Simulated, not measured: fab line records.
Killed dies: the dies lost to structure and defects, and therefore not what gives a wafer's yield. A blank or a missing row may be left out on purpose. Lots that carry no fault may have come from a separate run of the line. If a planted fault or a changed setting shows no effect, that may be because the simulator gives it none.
Which tool did it?    flow n5-finfet    Sampling: 10 lots, 30 wafers, 4 of 1938 route steps

## WHAT THE GAUGES READ, wafer by wafer
N5_BEOL_M5_OCD_MEAS_38.
lot   measured      on      trench-depth-nm (nm)
L854  day 8 12:43   ocd-01  70.5 70.9 70.7
L856  day 8 13:48   ocd-02  71.9 71.4 71.7
L855  day 8 14:11   ocd-02  70.0 71.9 71.1
L862  day 10 07:09  ocd-02  69.5 69.6 70.5
L863  day 10 19:20  ocd-01  71.1 70.4 69.6
L866  day 11 12:36  ocd-02  71.1 73.0 71.9
L870  day 12 13:21  ocd-01  71.0 70.5 70.1
L872  day 13 04:05  ocd-01  69.7 71.8 72.7
L874  day 13 20:09  ocd-01  72.8 71.7 74.7
L876  day 14 02:57  ocd-01  71.7 70.4 72.0

## TOOL THAT RAN EACH LOT (tool first, then ch and the chambers of the sampled wafers, then the start)
lot   N5_BEOL_M5_STRIP_64                 N5_BEOL_M5_VIA_ETCH_34              N5_BEOL_M5_STRIP_91
L854  rie-diel-01 ch 1,2, day 8 11:38     rie-diel-03 ch 1,2, day 8 12:29     rie-diel-03 ch 1,2, day 8 12:43 or earlier
L856  rie-diel-06 ch 0,1,3, day 8 12:26   rie-diel-03 ch 2,3, day 8 13:34     rie-diel-03 ch 2,3, day 8 13:48 or earlier
L855  rie-diel-06 ch 0,3, day 8 12:41     rie-diel-03 ch 0,1,3, day 8 13:57   rie-diel-03 ch 0,1,3, day 8 14:11 or earlier
L862  rie-diel-06 ch 1,2,3, day 10 04:58  rie-diel-03 ch 0,1,2, day 10 06:55  rie-diel-03 ch 0,1,2, day 10 07:09 or earlier
L863  rie-diel-06 ch 0,3, day 10 17:44    rie-diel-03 ch 0,1,2, day 10 19:06  rie-diel-03 ch 0,1,2, day 10 19:20 or earlier
L866  rie-diel-01 ch 0,1,3, day 11 11:04  rie-diel-01 ch 0,1,2, day 11 12:22  rie-diel-01 ch 0,1,2, day 11 12:36 or earlier
L870  rie-diel-01 ch 0,2,3, day 12 11:29  rie-diel-03 ch 0,1,2, day 12 13:07  rie-diel-03 ch 0,1,2, day 12 13:21 or earlier
L872  rie-diel-06 ch 0,2, day 13 02:06    rie-diel-06 ch 0,2,3, day 13 03:51  rie-diel-06 ch 0,2,3, day 13 04:05 or earlier
L874  rie-diel-06 ch 0,1, day 13 18:40    rie-diel-01 ch 0,2,3, day 13 19:54  rie-diel-01 ch 0,2,3, day 13 20:09 or earlier
L876  rie-diel-03 ch 0,1, day 14 01:46    rie-diel-01 ch 0,3, day 14 02:42    rie-diel-01 ch 0,3, day 14 02:57 or earlier
- N5_BEOL_M5_STRIP_64: strips in CF4.
- N5_BEOL_M5_VIA_ETCH_34: etches SiCOH lowk in C4F6/O2, target depth 88.3 nm, time 39.2 s.
- N5_BEOL_M5_STRIP_91: strips in N2/H2, time 10 s.

## AS READ BY THE TOOLS THEMSELVES (means over the sampled wafers that have a number; for cases with no such wafer, the mark the record gives instead)
N5_BEOL_M5_STRIP_64.
lot   tool         drypump-motor-current-A (A)  oes-product-au (a.u.)  rf-vpp-V (V)  showerhead-plenum-p-Torr (Torr)  throttle-valve-pct (%)
L854  rie-diel-01  5.1                          0.80                   272.6         1.88                             13.5
L856  rie-diel-06  5.7                          0.89                   273.2         1.85                             13.2
L855  rie-diel-06  5.8                          0.88                   272.6         1.85                             13.1
L862  rie-diel-06  6.1                          0.82                   271.2         1.79                             13.4
L863  rie-diel-06  5.4                          0.84                   272.3         1.87                             13.3
L866  rie-diel-01  5.8                          0.79                   271.9         1.83                             13.5
L870  rie-diel-01  5.9                          0.83                   271.4         1.81                             13.4
L872  rie-diel-06  5.9                          0.73                   271.2         1.76                             13.9
L874  rie-diel-06  5.3                          0.82                   272.1         1.86                             13.4
L876  rie-diel-03  5.4                          0.70                   271.5         1.84                             13.5

N5_BEOL_M5_VIA_ETCH_34.
lot   tool         bias-w (W)  drypump-motor-current-A (A)  oes_f_703_au (a.u.)  oes-product-au (a.u.)  rf-vpp-V (V)  showerhead-plenum-p-Torr (Torr)  throttle-valve-pct (%)
L854  rie-diel-03  185.1       5.9                          0.74                 0.74                   672           2.94                             20.93
L856  rie-diel-03  185.0       5.9                          0.79                 0.78                   671           2.92                             20.80
L855  rie-diel-03  184.7       5.6                          0.78                 0.79                   671           2.93                             20.73
L862  rie-diel-03  184.5       5.7                          0.72                 0.72                   673           2.93                             20.79
L863  rie-diel-03  185.6       5.7                          0.72                 0.72                   672           2.93                             20.82
L866  rie-diel-01  185.0       5.7                          0.76                 0.75                   666           2.95                             20.86
L870  rie-diel-03  196.5       5.7                          0.72                 0.71                   704           2.92                             20.84
L872  rie-diel-06  184.8       5.9                          0.79                 0.79                   661           2.86                             20.84
L874  rie-diel-01  185.0       5.9                          0.82                 0.82                   669           2.86                             20.75
L876  rie-diel-01  185.6       6.4                          0.74                 0.74                   667           2.87                             20.80

N5_BEOL_M5_STRIP_91.
lot   tool         drypump-motor-current-A (A)  oes-product-au (a.u.)  rf-vpp-V (V)  showerhead-plenum-p-Torr (Torr)  throttle-valve-pct (%)
L854  rie-diel-03  5.9                          0.74                   59.6          2.63                             23.71
L856  rie-diel-03  5.9                          0.79                   59.7          2.62                             23.66
L855  rie-diel-03  5.6                          0.79                   59.5          2.62                             23.57
L862  rie-diel-03  5.8                          0.73                   59.0          2.62                             23.60
L863  rie-diel-03  5.7                          0.72                   59.5          2.62                             23.62
L866  rie-diel-01  5.7                          0.75                   59.7          2.64                             23.53
L870  rie-diel-03  5.7                          0.71                   59.1          2.62                             23.63
L872  rie-diel-06  5.9                          0.79                   58.8          2.55                             23.46
L874  rie-diel-01  5.9                          0.82                   59.8          2.56                             23.47
L876  rie-diel-01  6.4                          0.75                   58.8          2.56                             23.47

## THE ANSWER, worked out from the rows above alone
Rule: usual is defined by the lots themselves. Put in order of their means at a reading, lots are off if they are a third of the lots or fewer, leave a main group of 4 or more, and stand apart from it by a gap of 3 or more times the standard deviation of the main group's means; of several such gaps the widest counts. A main group is skipped when, at the precision printed for the reading in the tables above, its means are all equal. A lot without any number at a reading at which 4 lots or more have one is off too. The other lots that the step has rows for count as sound. The gauges are gone through in route order, then the tools' own readings, and for those a lot's mean is taken as printed above. The first step at which some lot is off is used, and at that step the reading that is off furthest; a lot without a number counts as furthest.
Off: L870 (N5_BEOL_M5_VIA_ETCH_34, bias-w). The main group has a mean of 185.0 W with a standard deviation of 0.35.
A tool fits if, at that step or a process step before it, it ran every lot that is off, and no sound lot after the first of them. Can't be told from this: 2 tools fit, rie-diel-01 at N5_BEOL_M5_STRIP_64, rie-diel-03 at N5_BEOL_M5_VIA_ETCH_34.

## WHAT THE SIMULATOR HAD INSERTED
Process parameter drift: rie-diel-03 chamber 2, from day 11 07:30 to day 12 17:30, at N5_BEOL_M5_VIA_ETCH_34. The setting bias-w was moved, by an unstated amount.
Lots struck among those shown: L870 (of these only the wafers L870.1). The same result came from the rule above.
